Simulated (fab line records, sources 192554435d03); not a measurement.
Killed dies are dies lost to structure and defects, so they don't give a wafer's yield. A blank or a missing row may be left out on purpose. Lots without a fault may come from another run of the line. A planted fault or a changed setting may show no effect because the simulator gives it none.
Which tool did it? | flow n5_finfet | 11 lots, 30 wafers sampled, at 3 steps of a route of 1938

WHAT THE GAUGES READ, wafer by wafer
N5_BEOL_M6_RS_MEAS_57: measures by four-point-probe. Usual: M6_RS 0.291 ohm/sq, standard deviation 0.01.
lot  | measured     | on            | M6_RS (ohm/sq)    | flag
L256 | day 8 19:59  | film_metro-02 | 0.287 0.304       |
L258 | day 9 08:48  | film_metro-02 | 0.297 0.300 0.280 |
L259 | day 9 13:29  | film_metro-02 | 0.295 0.292 0.286 |
L261 | day 9 21:50  | film_metro-01 | 0.280 0.295 0.297 |
L264 | day 10 07:01 | film_metro-01 | 0.301 0.309 0.300 |
L263 | day 10 08:28 | film_metro-01 | 0.278 0.267 0.276 |
L271 | day 12 05:54 | film_metro-01 | 0.303 0.288       |
L274 | day 12 23:32 | film_metro-01 | 0.300 0.298       |
L277 | day 14 01:00 | film_metro-01 | 0.304 0.293 0.278 |
L278 | day 14 01:19 | film_metro-01 | 0.290 0.276 0.290 |
L279 | day 14 08:18 | film_metro-02 | 0.307 0.298 0.300 |

WHICH TOOL RAN EACH LOT (tool, then ch and the chambers of the sampled wafers, then the start)
lot  | N5_BEOL_M6_SPUTTER_48        | N5_BEOL_M6_ANNEAL_51
L256 | pvd_sputter-02, day 8 18:58  | rtp_anneal-02 ch 0, day 8 19:16
L258 | pvd_sputter-01, day 9 07:52  | rtp_anneal-01 ch 0, day 9 08:07
L259 | pvd_sputter-02, day 9 12:21  | rtp_anneal-01 ch 0, day 9 12:45
L261 | pvd_sputter-01, day 9 20:49  | rtp_anneal-01 ch 0, day 9 21:12
L264 | pvd_sputter-01, day 10 06:05 | rtp_anneal-02 ch 0, day 10 06:18
L263 | pvd_sputter-02, day 10 07:25 | rtp_anneal-01 ch 0, day 10 07:46
L271 | pvd_sputter-03, day 12 04:10 | rtp_anneal-02 ch 0, day 12 05:10
L274 | pvd_sputter-02, day 12 22:34 | rtp_anneal-01 ch 0, day 12 22:47
L277 | pvd_sputter-03, day 13 23:59 | rtp_anneal-02 ch 0, day 14 00:17
L278 | pvd_sputter-02, day 14 00:14 | rtp_anneal-02 ch 0, day 14 00:38
L279 | pvd_sputter-01, day 14 07:12 | rtp_anneal-02 ch 0, day 14 07:32
- N5_BEOL_M6_SPUTTER_48: material Cu, target thk 10 nm, time 1.667 s.
- N5_BEOL_M6_ANNEAL_51: time 90 s.

WHAT THE TOOLS THEMSELVES READ (means of the sampled wafers that have a number; where no wafer has one, the mark that the record gives instead)
N5_BEOL_M6_SPUTTER_48. Usual: bias_v 59.9 V, standard deviation 0.61; throttle_valve_pct 29.7 %, standard deviation 0.94.
lot  | tool           | bias_v (V) | throttle_valve_pct (%) | flag
L256 | pvd_sputter-02 | 59.5       | 31.0                   |
L258 | pvd_sputter-01 | 59.6       | 29.1                   |
L259 | pvd_sputter-02 | 59.8       | 29.3                   |
L261 | pvd_sputter-01 | 59.9       | 28.8                   |
L264 | pvd_sputter-01 | 59.6       | 30.0                   |
L263 | pvd_sputter-02 | 60.0       | 30.2                   |
L271 | pvd_sputter-03 | 59.4       | 30.6                   |
L274 | pvd_sputter-02 | 59.5       | 31.2                   |
L277 | pvd_sputter-03 | 59.9       | 29.0                   |
L278 | pvd_sputter-02 | 60.0       | 29.8                   |
L279 | pvd_sputter-01 | 59.4       | 28.8                   |

N5_BEOL_M6_ANNEAL_51. Usual: anneal_temp_c 224.98 C, standard deviation 0.17; wafer_temp_C_max 226.15, standard deviation 0.29.
lot  | tool          | anneal_temp_c (C) | wafer_temp_C_max | flag
L256 | rtp_anneal-02 | 225.05            | 226.28           |
L258 | rtp_anneal-01 | 224.81            | 225.91           |
L259 | rtp_anneal-01 | 224.94            | 226.23           |
L261 | rtp_anneal-01 | 224.97            | 226.07           |
L264 | rtp_anneal-02 | 224.96            | 226.06           |
L263 | rtp_anneal-01 | 224.85            | 226.00           |
L271 | rtp_anneal-02 | 225.09            | 226.16           |
L274 | rtp_anneal-01 | 224.91            | 225.99           |
L277 | rtp_anneal-02 | 225.08            | 226.21           |
L278 | rtp_anneal-02 | 224.96            | 226.46           |
L279 | rtp_anneal-02 | 225.07            | 225.90           |

THE ANSWER, worked out from the rows above alone
Rule: a lot is off if the mean of its wafers that have a number lies more than 3 standard deviations from the usual mean. A lot without any number at a reading at which 4 lots or more have one is off too. The other lots that the step has rows for count as sound. The gauges are gone through in route order, then the tools' own readings, and for those a lot's mean is taken as printed above. The first step at which some lot is off is used, and at that step the reading that is off furthest; a lot without a number counts as furthest.
No lot is off at any reading shown: from this, nothing can be told.

WHAT THE SIMULATOR HAD PUT IN
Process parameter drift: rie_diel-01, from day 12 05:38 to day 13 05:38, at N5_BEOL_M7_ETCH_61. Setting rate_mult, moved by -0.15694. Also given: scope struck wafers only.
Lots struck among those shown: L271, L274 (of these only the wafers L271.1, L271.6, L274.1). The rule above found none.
